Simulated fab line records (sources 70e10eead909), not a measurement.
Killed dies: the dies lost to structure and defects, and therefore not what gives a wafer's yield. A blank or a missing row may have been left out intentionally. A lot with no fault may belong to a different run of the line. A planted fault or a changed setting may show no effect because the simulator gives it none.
The tool behind it: which one? :: flow nand-harc :: 24 lots with 72 wafers sampled at 6 steps, on a route of 1302 steps

WHAT EACH GAUGE READ, for each wafer
NHARC_P_M2_CD_MEAS_09: the cd target is 170 nm. Usual: cd-nm 170.0 nm, standard deviation 0.53.
lot: L074
measured: day 6 14:42
on: cd-sem-02
cd-nm (nm): 168.9 169.7 169.6
flag: 

lot: L075
measured: day 6 17:23
on: cd-sem-01
cd-nm (nm): 170.1 170.1 169.9
flag: 

lot: L076
measured: day 7 05:03
on: cd-sem-02
cd-nm (nm): 170.4 170.4 170.0
flag: 

lot: L077
measured: day 7 18:44
on: cd-sem-03
cd-nm (nm): 169.5 170.0 170.7
flag: 

lot: L078
measured: day 7 21:14
on: cd-sem-01
cd-nm (nm): 169.9 169.7 169.7
flag: 

lot: L079
measured: day 8 12:37
on: cd-sem-01
cd-nm (nm): 169.9 170.0 170.8
flag: 

lot: L080
measured: day 9 00:21
on: cd-sem-03
cd-nm (nm): 170.9 171.2 170.8
flag: 

lot: L081
measured: day 9 02:55
on: cd-sem-03
cd-nm (nm): 169.7 169.5 169.1
flag: 

lot: L082
measured: day 9 20:35
on: cd-sem-02
cd-nm (nm): 169.6 170.4 170.0
flag: 

lot: L083
measured: day 9 23:59
on: cd-sem-02
cd-nm (nm): 170.2 169.0 169.4
flag: 

lot: L084
measured: day 10 19:44
on: cd-sem-03
cd-nm (nm): 169.6 169.5 169.5
flag: 

lot: L085
measured: day 11 01:11
on: cd-sem-02
cd-nm (nm): 170.3 169.7 170.0
flag: 

lot: L086
measured: day 11 06:35
on: cd-sem-01
cd-nm (nm): 169.9 169.8 170.3
flag: 

lot: L087
measured: day 12 13:10
on: cd-sem-03
cd-nm (nm): 170.1 169.1 169.1
flag: 

lot: L089
measured: day 12 13:12
on: cd-sem-01
cd-nm (nm): 170.6 169.8 169.7
flag: 

lot: L088
measured: day 12 14:35
on: cd-sem-03
cd-nm (nm): 170.4 170.4 170.4
flag: 

lot: L090
measured: day 13 06:54
on: cd-sem-01
cd-nm (nm): 169.9 169.7 170.3
flag: 

lot: L091
measured: day 13 11:48
on: cd-sem-03
cd-nm (nm): 169.6 169.7 169.7
flag: 

lot: L092
measured: day 14 05:45
on: cd-sem-01
cd-nm (nm): 169.7 170.4 170.6
flag: 

lot: L093
measured: day 14 16:10
on: cd-sem-01
cd-nm (nm): 170.7 169.8 169.0
flag: 

lot: L094
measured: day 14 23:40
on: cd-sem-02
cd-nm (nm): 170.5 170.1 170.9
flag: 

lot: L095
measured: day 15 11:37
on: cd-sem-01
cd-nm (nm): 169.9 170.7 170.7
flag: 

lot: L096
measured: day 15 14:49
on: cd-sem-03
cd-nm (nm): 170.2 170.3 169.5
flag: 

lot: L097
measured: day 16 02:54
on: cd-sem-01
cd-nm (nm): 169.4 169.1 169.7
flag: 

NHARC_P_BONDPAD_CD_MEAS_09: the cd target is 500 nm. Usual: cd-nm 500.1 nm, standard deviation 1.6.
lot: L074
measured: day 6 19:29
on: cd-sem-01
cd-nm (nm): 500.6 499.7 498.5
flag: 

lot: L075
measured: day 6 22:10
on: cd-sem-03
cd-nm (nm): 501.3 500.4 502.3
flag: 

lot: L076
measured: day 7 09:36
on: cd-sem-03
cd-nm (nm): 499.0 501.0 500.2
flag: 

lot: L077
measured: day 7 23:19
on: cd-sem-01
cd-nm (nm): 499.3 499.9 497.6
flag: 

lot: L078
measured: day 8 01:48
on: cd-sem-01
cd-nm (nm): 499.7 500.7 500.5
flag: 

lot: L079
measured: day 8 17:15
on: cd-sem-03
cd-nm (nm): 497.8 501.0 501.9
flag: 

lot: L080
measured: day 9 04:47
on: cd-sem-03
cd-nm (nm): 500.1 502.8 497.1
flag: 

lot: L081
measured: day 9 07:29
on: cd-sem-03
cd-nm (nm): 500.2 500.6 500.0
flag: 

lot: L082
measured: day 10 01:06
on: cd-sem-01
cd-nm (nm): 497.1 497.7 498.7
flag: 

lot: L083
measured: day 10 04:34
on: cd-sem-01
cd-nm (nm): 500.6 502.0 500.8
flag: 

lot: L084
measured: day 11 00:25
on: cd-sem-03
cd-nm (nm): 499.7 501.5 500.6
flag: 

lot: L085
measured: day 11 05:58
on: cd-sem-01
cd-nm (nm): 500.4 498.5 501.2
flag: 

lot: L086
measured: day 11 11:10
on: cd-sem-02
cd-nm (nm): 498.8 499.9 499.4
flag: 

lot: L087
measured: day 12 18:10
on: cd-sem-01
cd-nm (nm): 499.6 501.3 499.4
flag: 

lot: L089
measured: day 12 17:43
on: cd-sem-01
cd-nm (nm): 499.1 498.8 497.2
flag: 

lot: L088
measured: day 12 19:02
on: cd-sem-01
cd-nm (nm): 501.7 500.7 501.4
flag: 

lot: L090
measured: day 13 11:50
on: cd-sem-01
cd-nm (nm): 497.9 500.5 499.2
flag: 

lot: L091
measured: day 13 16:29
on: cd-sem-01
cd-nm (nm): 501.5 500.9 503.0
flag: 

lot: L092
measured: day 14 10:12
on: cd-sem-01
cd-nm (nm): 501.2 501.4 500.3
flag: 

lot: L093
measured: day 14 20:36
on: cd-sem-03
cd-nm (nm): 499.8 498.6 499.6
flag: 

lot: L094
measured: day 15 04:04
on: cd-sem-03
cd-nm (nm): 501.9 501.9 503.3
flag: 

lot: L095
measured: day 15 16:07
on: cd-sem-01
cd-nm (nm): 498.9 500.1 499.1
flag: 

lot: L096
measured: day 15 19:14
on: cd-sem-01
cd-nm (nm): 500.7 500.3 500.4
flag: 

lot: L097
measured: day 16 07:20
on: cd-sem-01
cd-nm (nm): 500.2 502.2 499.7
flag: 

EACH LOT AND THE TOOL THAT RAN IT (in order: tool; ch and the chambers of the sampled wafers; start)
lot: L074
NHARC_P_M1_ETCH_35: rie-diel-01 ch 1,2,3, day 6 10:33
NHARC_P_M1_ANNEAL_31: rtp-anneal-02 ch 0, day 6 12:22
NHARC_P_M1_PRE_CLEAN_32: pecvd-04 ch 0,1,2, day 6 13:31
NHARC_P_M2_PRE_CLEAN_30: pvd-sputter-03, day 6 19:29 or earlier

lot: L075
NHARC_P_M1_ETCH_35: rie-diel-10 ch 0,2, day 6 13:37
NHARC_P_M1_ANNEAL_31: rtp-anneal-02 ch 0, day 6 15:17
NHARC_P_M1_PRE_CLEAN_32: pecvd-03 ch 1,2, day 6 16:11
NHARC_P_M2_PRE_CLEAN_30: pvd-sputter-02, day 6 22:10 or earlier

lot: L076
NHARC_P_M1_ETCH_35: rie-diel-01 ch 1,2,3, day 7 01:16
NHARC_P_M1_ANNEAL_31: rtp-anneal-01 ch 0, day 7 03:02
NHARC_P_M1_PRE_CLEAN_32: pecvd-04 ch 1,2, day 7 03:52
NHARC_P_M2_PRE_CLEAN_30: pvd-sputter-03, day 7 09:36 or earlier

lot: L077
NHARC_P_M1_ETCH_35: rie-diel-10 ch 0,2,3, day 7 14:56
NHARC_P_M1_ANNEAL_31: rtp-anneal-01 ch 0, day 7 16:39
NHARC_P_M1_PRE_CLEAN_32: pecvd-01 ch 0,1,2, day 7 17:32
NHARC_P_M2_PRE_CLEAN_30: pvd-sputter-02, day 7 23:19 or earlier

lot: L078
NHARC_P_M1_ETCH_35: rie-diel-01 ch 0,2,3, day 7 17:22
NHARC_P_M1_ANNEAL_31: rtp-anneal-02 ch 0, day 7 19:02
NHARC_P_M1_PRE_CLEAN_32: pecvd-01 ch 0,1,2, day 7 19:55
NHARC_P_M2_PRE_CLEAN_30: pvd-sputter-02, day 8 01:48 or earlier

lot: L079
NHARC_P_M1_ETCH_35: rie-diel-10 ch 0,1,2, day 8 08:43
NHARC_P_M1_ANNEAL_31: rtp-anneal-01 ch 0, day 8 10:28
NHARC_P_M1_PRE_CLEAN_32: pecvd-01 ch 0,1,2, day 8 11:17
NHARC_P_M2_PRE_CLEAN_30: pvd-sputter-03, day 8 17:15 or earlier

lot: L080
NHARC_P_M1_ETCH_35: rie-diel-13 ch 0,1,2, day 8 20:36
NHARC_P_M1_ANNEAL_31: rtp-anneal-01 ch 0, day 8 22:20
NHARC_P_M1_PRE_CLEAN_32: pecvd-04 ch 0,1,2, day 8 23:10
NHARC_P_M2_PRE_CLEAN_30: pvd-sputter-03, day 9 04:47 or earlier

lot: L081
NHARC_P_M1_ETCH_35: rie-diel-10 ch 1,3, day 8 22:56
NHARC_P_M1_ANNEAL_31: rtp-anneal-01 ch 0, day 9 00:40
NHARC_P_M1_PRE_CLEAN_32: pecvd-01 ch 0,1, day 9 01:43
NHARC_P_M2_PRE_CLEAN_30: pvd-sputter-02, day 9 07:29 or earlier

lot: L082
NHARC_P_M1_ETCH_35: rie-diel-13 ch 0,2,3, day 9 16:43
NHARC_P_M1_ANNEAL_31: rtp-anneal-01 ch 0, day 9 18:22
NHARC_P_M1_PRE_CLEAN_32: pecvd-04 ch 0,2, day 9 19:16
NHARC_P_M2_PRE_CLEAN_30: pvd-sputter-01, day 10 01:06 or earlier

lot: L083
NHARC_P_M1_ETCH_35: rie-diel-10 ch 1,3, day 9 20:03
NHARC_P_M1_ANNEAL_31: rtp-anneal-01 ch 0, day 9 21:46
NHARC_P_M1_PRE_CLEAN_32: pecvd-04 ch 0,1,2, day 9 22:40
NHARC_P_M2_PRE_CLEAN_30: pvd-sputter-01, day 10 04:34 or earlier

lot: L084
NHARC_P_M1_ETCH_35: rie-diel-10 ch 0,1,2, day 10 15:52
NHARC_P_M1_ANNEAL_31: rtp-anneal-01 ch 0, day 10 17:32
NHARC_P_M1_PRE_CLEAN_32: pecvd-04 ch 0,1,2, day 10 18:25
NHARC_P_M2_PRE_CLEAN_30: pvd-sputter-03, day 11 00:25 or earlier

lot: L085
NHARC_P_M1_ETCH_35: rie-diel-01 ch 0,1,3, day 10 20:50
NHARC_P_M1_ANNEAL_31: rtp-anneal-02 ch 0, day 10 22:57
NHARC_P_M1_PRE_CLEAN_32: pecvd-04 ch 1,2, day 10 23:52
NHARC_P_M2_PRE_CLEAN_30: pvd-sputter-01, day 11 05:58 or earlier

lot: L086
NHARC_P_M1_ETCH_35: rie-diel-13 ch 0,1,3, day 11 02:46
NHARC_P_M1_ANNEAL_31: rtp-anneal-02 ch 0, day 11 04:34
NHARC_P_M1_PRE_CLEAN_32: pecvd-04 ch 1,2, day 11 05:25
NHARC_P_M2_PRE_CLEAN_30: pvd-sputter-03, day 11 11:10 or earlier

lot: L087
NHARC_P_M1_ETCH_35: rie-diel-01 ch 1,2,3, day 12 09:19
NHARC_P_M1_ANNEAL_31: rtp-anneal-01 ch 0, day 12 11:01
NHARC_P_M1_PRE_CLEAN_32: pecvd-01 ch 0,1, day 12 11:53
NHARC_P_M2_PRE_CLEAN_30: pvd-sputter-02, day 12 18:10 or earlier

lot: L089
NHARC_P_M1_ETCH_35: rie-diel-13 ch 0,1,3, day 12 09:27
NHARC_P_M1_ANNEAL_31: rtp-anneal-02 ch 0, day 12 11:08
NHARC_P_M1_PRE_CLEAN_32: pecvd-03 ch 0,1,2, day 12 12:01
NHARC_P_M2_PRE_CLEAN_30: pvd-sputter-03, day 12 17:43 or earlier

lot: L088
NHARC_P_M1_ETCH_35: rie-diel-10 ch 0,1,2, day 12 10:36
NHARC_P_M1_ANNEAL_31: rtp-anneal-01 ch 0, day 12 12:25
NHARC_P_M1_PRE_CLEAN_32: pecvd-01 ch 0,1,2, day 12 13:15
NHARC_P_M2_PRE_CLEAN_30: pvd-sputter-01, day 12 19:02 or earlier

lot: L090
NHARC_P_M1_ETCH_35: rie-diel-01 ch 0,3, day 13 03:02
NHARC_P_M1_ANNEAL_31: rtp-anneal-02 ch 0, day 13 04:49
NHARC_P_M1_PRE_CLEAN_32: pecvd-01 ch 0,1, day 13 05:37
NHARC_P_M2_PRE_CLEAN_30: pvd-sputter-01, day 13 11:50 or earlier

lot: L091
NHARC_P_M1_ETCH_35: rie-diel-10 ch 0,1,2, day 13 07:56
NHARC_P_M1_ANNEAL_31: rtp-anneal-02 ch 0, day 13 09:37
NHARC_P_M1_PRE_CLEAN_32: pecvd-01 ch 0,1, day 13 10:30
NHARC_P_M2_PRE_CLEAN_30: pvd-sputter-03, day 13 16:29 or earlier

lot: L092
NHARC_P_M1_ETCH_35: rie-diel-01 ch 1,2,3, day 14 01:53
NHARC_P_M1_ANNEAL_31: rtp-anneal-02 ch 0, day 14 03:34
NHARC_P_M1_PRE_CLEAN_32: pecvd-03 ch 0,1, day 14 04:28
NHARC_P_M2_PRE_CLEAN_30: pvd-sputter-02, day 14 10:12 or earlier

lot: L093
NHARC_P_M1_ETCH_35: rie-diel-01 ch 1,2, day 14 12:25
NHARC_P_M1_ANNEAL_31: rtp-anneal-01 ch 0, day 14 14:08
NHARC_P_M1_PRE_CLEAN_32: pecvd-04 ch 0,1,2, day 14 14:59
NHARC_P_M2_PRE_CLEAN_30: pvd-sputter-02, day 14 20:36 or earlier

lot: L094
NHARC_P_M1_ETCH_35: rie-diel-10 ch 0,2, day 14 19:43
NHARC_P_M1_ANNEAL_31: rtp-anneal-01 ch 0, day 14 21:26
NHARC_P_M1_PRE_CLEAN_32: pecvd-04 ch 1,2, day 14 22:20
NHARC_P_M2_PRE_CLEAN_30: pvd-sputter-01, day 15 04:04 or earlier

lot: L095
NHARC_P_M1_ETCH_35: rie-diel-01 ch 0,3, day 15 07:37
NHARC_P_M1_ANNEAL_31: rtp-anneal-01 ch 0, day 15 09:23
NHARC_P_M1_PRE_CLEAN_32: pecvd-03 ch 0,1,2, day 15 10:17
NHARC_P_M2_PRE_CLEAN_30: pvd-sputter-02, day 15 16:07 or earlier

lot: L096
NHARC_P_M1_ETCH_35: rie-diel-10 ch 1,2, day 15 10:51
NHARC_P_M1_ANNEAL_31: rtp-anneal-02 ch 0, day 15 12:35
NHARC_P_M1_PRE_CLEAN_32: pecvd-01 ch 0,1,2, day 15 13:28
NHARC_P_M2_PRE_CLEAN_30: pvd-sputter-01, day 15 19:14 or earlier

lot: L097
NHARC_P_M1_ETCH_35: rie-diel-01 ch 0,1,2, day 15 23:01
NHARC_P_M1_ANNEAL_31: rtp-anneal-02 ch 0, day 16 00:47
NHARC_P_M1_PRE_CLEAN_32: pecvd-04 ch 0,2, day 16 01:34
NHARC_P_M2_PRE_CLEAN_30: pvd-sputter-03, day 16 07:20 or earlier
- NHARC_P_M1_ETCH_35: etches the open film in N2/H2, target depth 40 nm, overetch 12 nm, time 43.94 s.
- NHARC_P_M1_ANNEAL_31: time 90 s.
- NHARC_P_M1_PRE_CLEAN_32: time 12 s.
- NHARC_P_M2_PRE_CLEAN_30: time 30 s.

AS READ BY THE TOOLS THEMSELVES (means over the sampled wafers that have a number; for cases with no such wafer, the mark the record gives instead)
NHARC_P_M1_ETCH_35. Usual: drypump-motor-current-A 5.8 A, standard deviation 0.49; oes-product-au 1.000 a.u., standard deviation 0.01; rf-vpp-V 430.6 V, standard deviation 2.7; showerhead-plenum-p-Torr 2.05 Torr, standard deviation 0.097; throttle-valve-pct 14.170 %, standard deviation 0.0098.
lot: L074
tool: rie-diel-01
drypump-motor-current-A (A): 5.7
oes-product-au (a.u.): 1.007
rf-vpp-V (V): 428.4
showerhead-plenum-p-Torr (Torr): 1.99
throttle-valve-pct (%): 14.169
flag: 

lot: L075
tool: rie-diel-10
drypump-motor-current-A (A): 5.5
oes-product-au (a.u.): 0.990
rf-vpp-V (V): 433.3
showerhead-plenum-p-Torr (Torr): 2.13
throttle-valve-pct (%): 14.168
flag: 

lot: L076
tool: rie-diel-01
drypump-motor-current-A (A): 5.7
oes-product-au (a.u.): 1.008
rf-vpp-V (V): 429.3
showerhead-plenum-p-Torr (Torr): 1.99
throttle-valve-pct (%): 14.170
flag: 

lot: L077
tool: rie-diel-10
drypump-motor-current-A (A): 5.6
oes-product-au (a.u.): 1.000
rf-vpp-V (V): 432.6
showerhead-plenum-p-Torr (Torr): 2.14
throttle-valve-pct (%): 14.164
flag: 

lot: L078
tool: rie-diel-01
drypump-motor-current-A (A): 5.4
oes-product-au (a.u.): 1.007
rf-vpp-V (V): 429.5
showerhead-plenum-p-Torr (Torr): 2.02
throttle-valve-pct (%): 14.164
flag: 

lot: L079
tool: rie-diel-10
drypump-motor-current-A (A): 5.9
oes-product-au (a.u.): 0.996
rf-vpp-V (V): 431.6
showerhead-plenum-p-Torr (Torr): 2.07
throttle-valve-pct (%): 14.170
flag: 

lot: L080
tool: rie-diel-13
drypump-motor-current-A (A): 6.0
oes-product-au (a.u.): 0.995
rf-vpp-V (V): 433.1
showerhead-plenum-p-Torr (Torr): 2.12
throttle-valve-pct (%): 14.160
flag: 

lot: L081
tool: rie-diel-10
drypump-motor-current-A (A): 6.2
oes-product-au (a.u.): 0.995
rf-vpp-V (V): 431.1
showerhead-plenum-p-Torr (Torr): 2.04
throttle-valve-pct (%): 14.172
flag: 

lot: L082
tool: rie-diel-13
drypump-motor-current-A (A): 5.7
oes-product-au (a.u.): 0.992
rf-vpp-V (V): 429.8
showerhead-plenum-p-Torr (Torr): 2.02
throttle-valve-pct (%): 14.169
flag: 

lot: L083
tool: rie-diel-10
drypump-motor-current-A (A): 6.2
oes-product-au (a.u.): 0.999
rf-vpp-V (V): 430.8
showerhead-plenum-p-Torr (Torr): 2.04
throttle-valve-pct (%): 14.173
flag: 

lot: L084
tool: rie-diel-10
drypump-motor-current-A (A): 5.9
oes-product-au (a.u.): 0.991
rf-vpp-V (V): 431.1
showerhead-plenum-p-Torr (Torr): 2.07
throttle-valve-pct (%): 14.164
flag: 

lot: L085
tool: rie-diel-01
drypump-motor-current-A (A): 5.8
oes-product-au (a.u.): 0.999
rf-vpp-V (V): 429.9
showerhead-plenum-p-Torr (Torr): 2.02
throttle-valve-pct (%): 14.175
flag: 

lot: L086
tool: rie-diel-13
drypump-motor-current-A (A): 6.1
oes-product-au (a.u.): 1.004
rf-vpp-V (V): 428.9
showerhead-plenum-p-Torr (Torr): 2.02
throttle-valve-pct (%): 14.170
flag: 

lot: L087
tool: rie-diel-01
drypump-motor-current-A (A): 5.6
oes-product-au (a.u.): 1.002
rf-vpp-V (V): 430.0
showerhead-plenum-p-Torr (Torr): 1.99
throttle-valve-pct (%): 14.173
flag: 

lot: L089
tool: rie-diel-13
drypump-motor-current-A (A): 6.0
oes-product-au (a.u.): 1.011
rf-vpp-V (V): 430.2
showerhead-plenum-p-Torr (Torr): 2.01
throttle-valve-pct (%): 14.168
flag: 

lot: L088
tool: rie-diel-10
drypump-motor-current-A (A): 5.9
oes-product-au (a.u.): 0.996
rf-vpp-V (V): 431.3
showerhead-plenum-p-Torr (Torr): 2.07
throttle-valve-pct (%): 14.184
flag: 

lot: L090
tool: rie-diel-01
drypump-motor-current-A (A): 5.5
oes-product-au (a.u.): 1.009
rf-vpp-V (V): 431.0
showerhead-plenum-p-Torr (Torr): 2.05
throttle-valve-pct (%): 14.171
flag: 

lot: L091
tool: rie-diel-10
drypump-motor-current-A (A): 5.9
oes-product-au (a.u.): 0.998
rf-vpp-V (V): 431.3
showerhead-plenum-p-Torr (Torr): 2.07
throttle-valve-pct (%): 14.169
flag: 

lot: L092
tool: rie-diel-01
drypump-motor-current-A (A): 5.6
oes-product-au (a.u.): 1.002
rf-vpp-V (V): 429.3
showerhead-plenum-p-Torr (Torr): 1.99
throttle-valve-pct (%): 14.170
flag: 

lot: L093
tool: rie-diel-01
drypump-motor-current-A (A): 5.6
oes-product-au (a.u.): 0.997
rf-vpp-V (V): 427.7
showerhead-plenum-p-Torr (Torr): 1.93
throttle-valve-pct (%): 14.166
flag: 

lot: L094
tool: rie-diel-10
drypump-motor-current-A (A): 5.4
oes-product-au (a.u.): 0.992
rf-vpp-V (V): 432.4
showerhead-plenum-p-Torr (Torr): 2.13
throttle-valve-pct (%): 14.164
flag: 

lot: L095
tool: rie-diel-01
drypump-motor-current-A (A): 5.4
oes-product-au (a.u.): 1.003
rf-vpp-V (V): 431.2
showerhead-plenum-p-Torr (Torr): 2.07
throttle-valve-pct (%): 14.160
flag: 

lot: L096
tool: rie-diel-10
drypump-motor-current-A (A): 6.3
oes-product-au (a.u.): 1.001
rf-vpp-V (V): 430.0
showerhead-plenum-p-Torr (Torr): 2.01
throttle-valve-pct (%): 14.175
flag: 

lot: L097
tool: rie-diel-01
drypump-motor-current-A (A): 5.8
oes-product-au (a.u.): 0.996
rf-vpp-V (V): 428.7
showerhead-plenum-p-Torr (Torr): 1.96
throttle-valve-pct (%): 14.164
flag: 

NHARC_P_M1_ANNEAL_31. Usual: wafer_temp_C_max 225.93, standard deviation 0.25.
lot: L074
tool: rtp-anneal-02
wafer_temp_C_max: 226.33
flag: 

lot: L075
tool: rtp-anneal-02
wafer_temp_C_max: 226.21
flag: 

lot: L076
tool: rtp-anneal-01
wafer_temp_C_max: 225.87
flag: 

lot: L077
tool: rtp-anneal-01
wafer_temp_C_max: 225.88
flag: 

lot: L078
tool: rtp-anneal-02
wafer_temp_C_max: 225.80
flag: 

lot: L079
tool: rtp-anneal-01
wafer_temp_C_max: 225.92
flag: 

lot: L080
tool: rtp-anneal-01
wafer_temp_C_max: 225.88
flag: 

lot: L081
tool: rtp-anneal-01
wafer_temp_C_max: 225.88
flag: 

lot: L082
tool: rtp-anneal-01
wafer_temp_C_max: 225.97
flag: 

lot: L083
tool: rtp-anneal-01
wafer_temp_C_max: 225.94
flag: 

lot: L084
tool: rtp-anneal-01
wafer_temp_C_max: 225.95
flag: 

lot: L085
tool: rtp-anneal-02
wafer_temp_C_max: 226.19
flag: 

lot: L086
tool: rtp-anneal-02
wafer_temp_C_max: 226.01
flag: 

lot: L087
tool: rtp-anneal-01
wafer_temp_C_max: 225.78
flag: 

lot: L089
tool: rtp-anneal-02
wafer_temp_C_max: 225.93
flag: 

lot: L088
tool: rtp-anneal-01
wafer_temp_C_max: 225.83
flag: 

lot: L090
tool: rtp-anneal-02
wafer_temp_C_max: 226.00
flag: 

lot: L091
tool: rtp-anneal-02
wafer_temp_C_max: 226.14
flag: 

lot: L092
tool: rtp-anneal-02
wafer_temp_C_max: 226.04
flag: 

lot: L093
tool: rtp-anneal-01
wafer_temp_C_max: 226.21
flag: 

lot: L094
tool: rtp-anneal-01
wafer_temp_C_max: 225.77
flag: 

lot: L095
tool: rtp-anneal-01
wafer_temp_C_max: 225.48
flag: 

lot: L096
tool: rtp-anneal-02
wafer_temp_C_max: 226.12
flag: 

lot: L097
tool: rtp-anneal-02
wafer_temp_C_max: 225.87
flag: 

NHARC_P_M1_PRE_CLEAN_32. Usual: heater-power-w 638 W, standard deviation 64.
lot: L074
tool: pecvd-04
heater-power-w (W): 564
flag: 

lot: L075
tool: pecvd-03
heater-power-w (W): 600
flag: 

lot: L076
tool: pecvd-04
heater-power-w (W): 662
flag: 

lot: L077
tool: pecvd-01
heater-power-w (W): 682
flag: 

lot: L078
tool: pecvd-01
heater-power-w (W): 658
flag: 

lot: L079
tool: pecvd-01
heater-power-w (W): 680
flag: 

lot: L080
tool: pecvd-04
heater-power-w (W): 633
flag: 

lot: L081
tool: pecvd-01
heater-power-w (W): 669
flag: 

lot: L082
tool: pecvd-04
heater-power-w (W): 534
flag: 

lot: L083
tool: pecvd-04
heater-power-w (W): 616
flag: 

lot: L084
tool: pecvd-04
heater-power-w (W): 624
flag: 

lot: L085
tool: pecvd-04
heater-power-w (W): 675
flag: 

lot: L086
tool: pecvd-04
heater-power-w (W): 649
flag: 

lot: L087
tool: pecvd-01
heater-power-w (W): 618
flag: 

lot: L089
tool: pecvd-03
heater-power-w (W): 661
flag: 

lot: L088
tool: pecvd-01
heater-power-w (W): 637
flag: 

lot: L090
tool: pecvd-01
heater-power-w (W): 637
flag: 

lot: L091
tool: pecvd-01
heater-power-w (W): 685
flag: 

lot: L092
tool: pecvd-03
heater-power-w (W): 654
flag: 

lot: L093
tool: pecvd-04
heater-power-w (W): 619
flag: 

lot: L094
tool: pecvd-04
heater-power-w (W): 619
flag: 

lot: L095
tool: pecvd-03
heater-power-w (W): 660
flag: 

lot: L096
tool: pecvd-01
heater-power-w (W): 673
flag: 

lot: L097
tool: pecvd-04
heater-power-w (W): 569
flag: 

NHARC_P_M2_PRE_CLEAN_30. Usual: heater-power-w 397 W, standard deviation 37.
lot: L074
tool: pvd-sputter-03
heater-power-w (W): 373
flag: 

lot: L075
tool: pvd-sputter-02
heater-power-w (W): 394
flag: 

lot: L076
tool: pvd-sputter-03
heater-power-w (W): 378
flag: 

lot: L077
tool: pvd-sputter-02
heater-power-w (W): 404
flag: 

lot: L078
tool: pvd-sputter-02
heater-power-w (W): 426
flag: 

lot: L079
tool: pvd-sputter-03
heater-power-w (W): 373
flag: 

lot: L080
tool: pvd-sputter-03
heater-power-w (W): 383
flag: 

lot: L081
tool: pvd-sputter-02
heater-power-w (W): 407
flag: 

lot: L082
tool: pvd-sputter-01
heater-power-w (W): 409
flag: 

lot: L083
tool: pvd-sputter-01
heater-power-w (W): 431
flag: 

lot: L084
tool: pvd-sputter-03
heater-power-w (W): 370
flag: 

lot: L085
tool: pvd-sputter-01
heater-power-w (W): 390
flag: 

lot: L086
tool: pvd-sputter-03
heater-power-w (W): 375
flag: 

lot: L087
tool: pvd-sputter-02
heater-power-w (W): 433
flag: 

lot: L089
tool: pvd-sputter-03
heater-power-w (W): 375
flag: 

lot: L088
tool: pvd-sputter-01
heater-power-w (W): 418
flag: 

lot: L090
tool: pvd-sputter-01
heater-power-w (W): 400
flag: 

lot: L091
tool: pvd-sputter-03
heater-power-w (W): 373
flag: 

lot: L092
tool: pvd-sputter-02
heater-power-w (W): 404
flag: 

lot: L093
tool: pvd-sputter-02
heater-power-w (W): 377
flag: 

lot: L094
tool: pvd-sputter-01
heater-power-w (W): 397
flag: 

lot: L095
tool: pvd-sputter-02
heater-power-w (W): 404
flag: 

lot: L096
tool: pvd-sputter-01
heater-power-w (W): 413
flag: 

lot: L097
tool: pvd-sputter-03
heater-power-w (W): 379
flag: 

THE ANSWER, worked out from the rows above alone
Rule: take the mean of a lot's wafers that have a number; if it is more than 3 standard deviations from the usual mean, the lot is off. A lot without any number at a reading at which 4 lots or more have one is off too. All remaining lots with rows at the step are treated as sound. First the gauges in route order, then the tools' own readings, where a lot's mean is used as printed above. At the first step where some lot is off, the reading lying furthest off is the one used; lots without a number count as furthest.
No lot is off at any reading shown: from this, nothing can be told.

WHAT HAD BEEN PUT IN BY THE SIMULATOR
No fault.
